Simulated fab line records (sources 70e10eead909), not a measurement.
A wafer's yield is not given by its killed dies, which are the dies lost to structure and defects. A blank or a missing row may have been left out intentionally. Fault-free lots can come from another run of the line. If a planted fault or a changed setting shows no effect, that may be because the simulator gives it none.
Which tool did it? || flow nandHarc || 39 wafers from 13 lots sampled at 5 of the route's 1302 steps

WHAT THE GAUGES READ, wafer by wafer
NHARC_P_STI_OCD_MEAS_43.
{"lot": "L134", "measured": "day 2 22:47", "on": "ocd-01", "trenchDepthNm (nm)": "297.6 302.4 297.9", "trenchFootCdNm (nm)": "160.1 161.2 159.9"}
{"lot": "L135", "measured": "day 3 10:56", "on": "ocd-02", "trenchDepthNm (nm)": "300.0 299.2 301.3", "trenchFootCdNm (nm)": "158.5 160.1 157.3"}
{"lot": "L137", "measured": "day 3 22:32", "on": "ocd-02", "trenchDepthNm (nm)": "301.8 299.9 300.5", "trenchFootCdNm (nm)": "156.7 156.9 155.6"}
{"lot": "L146", "measured": "day 7 21:33", "on": "ocd-02", "trenchDepthNm (nm)": "300.3 302.6 298.8", "trenchFootCdNm (nm)": "158.1 158.0 155.3"}
{"lot": "L147", "measured": "day 8 07:47", "on": "ocd-02", "trenchDepthNm (nm)": "300.3 298.5 297.7", "trenchFootCdNm (nm)": "158.5 155.7 158.7"}
{"lot": "L148", "measured": "day 8 16:32", "on": "ocd-02", "trenchDepthNm (nm)": "302.8 302.8 301.3", "trenchFootCdNm (nm)": "160.0 162.3 160.0"}
{"lot": "L149", "measured": "day 9 04:44", "on": "ocd-01", "trenchDepthNm (nm)": "298.2 300.0 301.4", "trenchFootCdNm (nm)": "156.2 157.4 156.7"}
{"lot": "L151", "measured": "day 10 00:30", "on": "ocd-02", "trenchDepthNm (nm)": "301.6 302.3 301.5", "trenchFootCdNm (nm)": "162.6 159.4 159.5"}
{"lot": "L152", "measured": "day 10 07:36", "on": "ocd-01", "trenchDepthNm (nm)": "301.8 300.6 304.9", "trenchFootCdNm (nm)": "159.2 157.5 158.2"}
{"lot": "L153", "measured": "day 10 18:51", "on": "ocd-02", "trenchDepthNm (nm)": "299.8 301.9 301.1", "trenchFootCdNm (nm)": "155.6 159.9 157.5"}
{"lot": "L154", "measured": "day 11 04:10", "on": "ocd-01", "trenchDepthNm (nm)": "303.2 306.0 296.2", "trenchFootCdNm (nm)": "153.4 156.5 158.1"}
{"lot": "L156", "measured": "day 12 01:04", "on": "ocd-02", "trenchDepthNm (nm)": "303.1 302.5 302.7", "trenchFootCdNm (nm)": "157.1 154.7 157.3"}
{"lot": "L157", "measured": "day 12 11:11", "on": "ocd-01", "trenchDepthNm (nm)": "305.9 305.1 298.5", "trenchFootCdNm (nm)": "158.6 157.9 158.8"}

NHARC_P_STI_INSPECT_25.
{"lot": "L134", "measured": "day 4 14:05", "on": "defectInspect-02", "rawDefectCount": "130 141 221"}
{"lot": "L135", "measured": "day 4 14:05", "on": "defectInspect-01", "rawDefectCount": "110 149 197"}
{"lot": "L137", "measured": "day 5 04:53", "on": "defectInspect-01", "rawDefectCount": "192 272 288"}
{"lot": "L146", "measured": "day 8 22:58", "on": "defectInspect-01", "rawDefectCount": "145 309 317"}
{"lot": "L147", "measured": "day 9 09:26", "on": "defectInspect-01", "rawDefectCount": "123 110 139"}
{"lot": "L148", "measured": "day 10 02:40", "on": "defectInspect-01", "rawDefectCount": "292 137 147"}
{"lot": "L149", "measured": "day 10 06:47", "on": "defectInspect-01", "rawDefectCount": "253 226 350"}
{"lot": "L151", "measured": "day 11 04:09", "on": "defectInspect-02", "rawDefectCount": "145 120 207"}
{"lot": "L152", "measured": "day 11 08:51", "on": "defectInspect-01", "rawDefectCount": "144 204 212"}
{"lot": "L153", "measured": "day 11 20:16", "on": "defectInspect-02", "rawDefectCount": "169 242 169"}
{"lot": "L154", "measured": "day 12 06:49", "on": "defectInspect-02", "rawDefectCount": "202 185 147"}
{"lot": "L156", "measured": "day 13 07:46", "on": "defectInspect-02", "rawDefectCount": "240 279 247"}
{"lot": "L157", "measured": "day 13 16:16", "on": "defectInspect-01", "rawDefectCount": "160 175 93"}

NHARC_P_GATE_CD_MEAS_11 targets a cd of 1640 nm.
{"lot": "L134", "measured": "day 4 22:34", "on": "cdSem-02", "cdNm (nm)": "1640.1 1639.1 1641.0"}
{"lot": "L135", "measured": "day 4 22:44", "on": "cdSem-02", "cdNm (nm)": "1640.1 1639.7 1639.7"}
{"lot": "L137", "measured": "day 5 13:07", "on": "cdSem-02", "cdNm (nm)": "- - -"}
{"lot": "L146", "measured": "day 9 07:43", "on": "cdSem-02", "cdNm (nm)": "1639.3 1639.3 1638.2"}
{"lot": "L147", "measured": "day 9 18:12", "on": "cdSem-01", "cdNm (nm)": "1642.3 1642.1 1640.4"}
{"lot": "L148", "measured": "day 10 11:25", "on": "cdSem-02", "cdNm (nm)": "1638.8 1637.0 1637.8"}
{"lot": "L149", "measured": "day 10 15:27", "on": "cdSem-02", "cdNm (nm)": "1639.4 1638.5 1637.9"}
{"lot": "L151", "measured": "day 11 12:21", "on": "cdSem-03", "cdNm (nm)": "1639.4 1640.3 1639.4"}
{"lot": "L152", "measured": "day 11 21:38", "on": "cdSem-02", "cdNm (nm)": "1641.8 1641.7 1641.6"}
{"lot": "L153", "measured": "day 12 04:37", "on": "cdSem-01", "cdNm (nm)": "1640.6 1639.9 1639.4"}
{"lot": "L154", "measured": "day 12 15:32", "on": "cdSem-01", "cdNm (nm)": "1642.9 1642.6 1641.2"}
{"lot": "L156", "measured": "day 13 16:10", "on": "cdSem-03", "cdNm (nm)": "1638.4 1639.2 1640.7"}
{"lot": "L157", "measured": "day 14 01:03", "on": "cdSem-02", "cdNm (nm)": "1639.5 1636.9 1637.2"}

WHICH TOOL RAN EACH LOT (tool, then ch and the chambers of the sampled wafers, then the start)
{"lot": "L134", "NHARC_P_ZERO_WELL_DESCUM_54": "rieDiel-03 ch 0,1,3, day 2 02:01", "NHARC_P_GATE_EXPOSE_08": "krfScanner-01 ch 0, day 4 22:25"}
{"lot": "L135", "NHARC_P_ZERO_WELL_DESCUM_54": "rieDiel-03 ch 0,1,3, day 2 12:01", "NHARC_P_GATE_EXPOSE_08": "krfScanner-03 ch 0, day 4 22:34"}
{"lot": "L137", "NHARC_P_ZERO_WELL_DESCUM_54": "rieDiel-06 ch 0,1,2, day 3 07:33", "NHARC_P_GATE_EXPOSE_08": "krfScanner-03 ch 0, day 5 12:58"}
{"lot": "L146", "NHARC_P_ZERO_WELL_DESCUM_54": "rieDiel-05 ch 0,3, day 7 01:56", "NHARC_P_GATE_EXPOSE_08": "krfScanner-03 ch 0, day 9 07:33"}
{"lot": "L147", "NHARC_P_ZERO_WELL_DESCUM_54": "rieDiel-06 ch 0,1, day 7 12:01", "NHARC_P_GATE_EXPOSE_08": "krfScanner-01 ch 0, day 9 18:02"}
{"lot": "L148", "NHARC_P_ZERO_WELL_DESCUM_54": "rieDiel-03 ch 0,1,3, day 7 21:56", "NHARC_P_GATE_EXPOSE_08": "krfScanner-04 ch 0, day 10 11:16"}
{"lot": "L149", "NHARC_P_ZERO_WELL_DESCUM_54": "rieDiel-03 ch 0,2, day 8 09:46", "NHARC_P_GATE_EXPOSE_08": "krfScanner-01 ch 0, day 10 15:18"}
{"lot": "L151", "NHARC_P_ZERO_WELL_DESCUM_54": "rieDiel-05 ch 2,3, day 9 03:50", "NHARC_P_GATE_EXPOSE_08": "krfScanner-04 ch 0, day 11 12:12"}
{"lot": "L152", "NHARC_P_ZERO_WELL_DESCUM_54": "rieDiel-06 ch 0,2,3, day 9 14:05", "NHARC_P_GATE_EXPOSE_08": "krfScanner-03 ch 0, day 11 21:28"}
{"lot": "L153", "NHARC_P_ZERO_WELL_DESCUM_54": "rieDiel-06 ch 0,2, day 9 23:56", "NHARC_P_GATE_EXPOSE_08": "krfScanner-01 ch 0, day 12 04:28"}
{"lot": "L154", "NHARC_P_ZERO_WELL_DESCUM_54": "rieDiel-05 ch 1,2, day 10 10:03", "NHARC_P_GATE_EXPOSE_08": "krfScanner-03 ch 0, day 12 15:23"}
{"lot": "L156", "NHARC_P_ZERO_WELL_DESCUM_54": "rieDiel-05 ch 0,1, day 11 06:06", "NHARC_P_GATE_EXPOSE_08": "krfScanner-03 ch 0, day 13 16:00"}
{"lot": "L157", "NHARC_P_ZERO_WELL_DESCUM_54": "rieDiel-03 ch 2,3, day 11 16:05", "NHARC_P_GATE_EXPOSE_08": "krfScanner-04 ch 0, day 14 00:53"}
- NHARC_P_ZERO_WELL_DESCUM_54: chemistry O2, time 3 s.
- NHARC_P_GATE_EXPOSE_08: exposes mask P HV.

WHAT THE TOOLS THEMSELVES READ (means of the sampled wafers that have a number; where no wafer has one, the mark that the record gives instead)
NHARC_P_ZERO_WELL_DESCUM_54.
{"lot": "L134", "tool": "rieDiel-03", "drypumpMotorCurrentA (A)": 5.6, "oesProductAu (a.u.)": 1.005, "rfVppV (V)": 57.6, "showerheadPlenumPTorr (Torr)": 1.93, "throttleValvePct (%)": 11.304}
{"lot": "L135", "tool": "rieDiel-03", "drypumpMotorCurrentA (A)": 5.6, "oesProductAu (a.u.)": 0.998, "rfVppV (V)": 57.4, "showerheadPlenumPTorr (Torr)": 1.93, "throttleValvePct (%)": 11.315}
{"lot": "L137", "tool": "rieDiel-06", "drypumpMotorCurrentA (A)": 6.0, "oesProductAu (a.u.)": 1.001, "rfVppV (V)": 58.2, "showerheadPlenumPTorr (Torr)": 1.92, "throttleValvePct (%)": 11.304}
{"lot": "L146", "tool": "rieDiel-05", "drypumpMotorCurrentA (A)": 5.7, "oesProductAu (a.u.)": 1.005, "rfVppV (V)": 56.2, "showerheadPlenumPTorr (Torr)": 1.80, "throttleValvePct (%)": 11.309}
{"lot": "L147", "tool": "rieDiel-06", "drypumpMotorCurrentA (A)": 6.0, "oesProductAu (a.u.)": 0.997, "rfVppV (V)": 57.9, "showerheadPlenumPTorr (Torr)": 1.87, "throttleValvePct (%)": 11.301}
{"lot": "L148", "tool": "rieDiel-03", "drypumpMotorCurrentA (A)": 5.6, "oesProductAu (a.u.)": 0.995, "rfVppV (V)": 57.7, "showerheadPlenumPTorr (Torr)": 1.92, "throttleValvePct (%)": 11.311}
{"lot": "L149", "tool": "rieDiel-03", "drypumpMotorCurrentA (A)": 5.9, "oesProductAu (a.u.)": 0.997, "rfVppV (V)": 57.2, "showerheadPlenumPTorr (Torr)": 1.87, "throttleValvePct (%)": 11.318}
{"lot": "L151", "tool": "rieDiel-05", "drypumpMotorCurrentA (A)": 6.4, "oesProductAu (a.u.)": 1.007, "rfVppV (V)": 57.4, "showerheadPlenumPTorr (Torr)": 1.80, "throttleValvePct (%)": 11.300}
{"lot": "L152", "tool": "rieDiel-06", "drypumpMotorCurrentA (A)": 5.7, "oesProductAu (a.u.)": 1.001, "rfVppV (V)": 57.5, "showerheadPlenumPTorr (Torr)": 1.88, "throttleValvePct (%)": 11.312}
{"lot": "L153", "tool": "rieDiel-06", "drypumpMotorCurrentA (A)": 5.8, "oesProductAu (a.u.)": 0.998, "rfVppV (V)": 57.8, "showerheadPlenumPTorr (Torr)": 1.90, "throttleValvePct (%)": 11.310}
{"lot": "L154", "tool": "rieDiel-05", "drypumpMotorCurrentA (A)": 5.9, "oesProductAu (a.u.)": 1.000, "rfVppV (V)": 57.5, "showerheadPlenumPTorr (Torr)": 1.78, "throttleValvePct (%)": 11.308}
{"lot": "L156", "tool": "rieDiel-05", "drypumpMotorCurrentA (A)": 5.1, "oesProductAu (a.u.)": 0.997, "rfVppV (V)": 57.9, "showerheadPlenumPTorr (Torr)": 1.98, "throttleValvePct (%)": 11.307}
{"lot": "L157", "tool": "rieDiel-03", "drypumpMotorCurrentA (A)": 5.7, "oesProductAu (a.u.)": 1.000, "rfVppV (V)": 58.0, "showerheadPlenumPTorr (Torr)": 1.89, "throttleValvePct (%)": 11.318}

NHARC_P_GATE_EXPOSE_08.
{"lot": "L134", "tool": "krfScanner-01", "reticleTempC (C)": 23.08, "stageVelMmS (mm/s)": 500.18}
{"lot": "L135", "tool": "krfScanner-03", "reticleTempC (C)": 23.00, "stageVelMmS (mm/s)": 500.03}
{"lot": "L137", "tool": "krfScanner-03", "reticleTempC (C)": 23.18, "stageVelMmS (mm/s)": 500.09}
{"lot": "L146", "tool": "krfScanner-03", "reticleTempC (C)": 22.96, "stageVelMmS (mm/s)": 500.13}
{"lot": "L147", "tool": "krfScanner-01", "reticleTempC (C)": 22.97, "stageVelMmS (mm/s)": 499.86}
{"lot": "L148", "tool": "krfScanner-04", "reticleTempC (C)": 22.96, "stageVelMmS (mm/s)": 499.74}
{"lot": "L149", "tool": "krfScanner-01", "reticleTempC (C)": 22.97, "stageVelMmS (mm/s)": 499.96}
{"lot": "L151", "tool": "krfScanner-04", "reticleTempC (C)": 22.90, "stageVelMmS (mm/s)": 500.24}
{"lot": "L152", "tool": "krfScanner-03", "reticleTempC (C)": 22.99, "stageVelMmS (mm/s)": 500.18}
{"lot": "L153", "tool": "krfScanner-01", "reticleTempC (C)": 23.04, "stageVelMmS (mm/s)": 499.87}
{"lot": "L154", "tool": "krfScanner-03", "reticleTempC (C)": 23.02, "stageVelMmS (mm/s)": 499.86}
{"lot": "L156", "tool": "krfScanner-03", "reticleTempC (C)": 23.04, "stageVelMmS (mm/s)": 499.78}
{"lot": "L157", "tool": "krfScanner-04", "reticleTempC (C)": 22.94, "stageVelMmS (mm/s)": 500.04}

THE ANSWER, worked out from the rows above alone
Rule: the lots themselves supply what counts as usual. The widest of any qualifying gaps counts: lots, ordered by their means at a reading, are off when they make up no more than a third of the lots, leave a main group of 4 or more, and stand apart from it by 3 or more times the standard deviation of that group's means. A main group is skipped when, at the precision printed for the reading in the tables above, its means are all equal. A lot without any number at a reading at which 4 lots or more have one is off too. The other lots that the step has rows for count as sound. First the gauges in route order, then the tools' own readings, where a lot's mean is used as printed above. The first step at which some lot is off is used, and at that step the reading that is off furthest; a lot without a number counts as furthest.
Off: L137, at NHARC_P_GATE_CD_MEAS_11 (cdNm). Without a number there: L137. For the main group the mean is 1639.8 nm and the standard deviation 1.4.
A tool fits if, at a process step before that reading, it ran every lot that is off, and no sound lot after the first of them. The gauges at NHARC_P_GATE_CD_MEAS_11 are tried like those tools. Not one of the candidates tried fits.

WHAT THE SIMULATOR HAD INSERTED
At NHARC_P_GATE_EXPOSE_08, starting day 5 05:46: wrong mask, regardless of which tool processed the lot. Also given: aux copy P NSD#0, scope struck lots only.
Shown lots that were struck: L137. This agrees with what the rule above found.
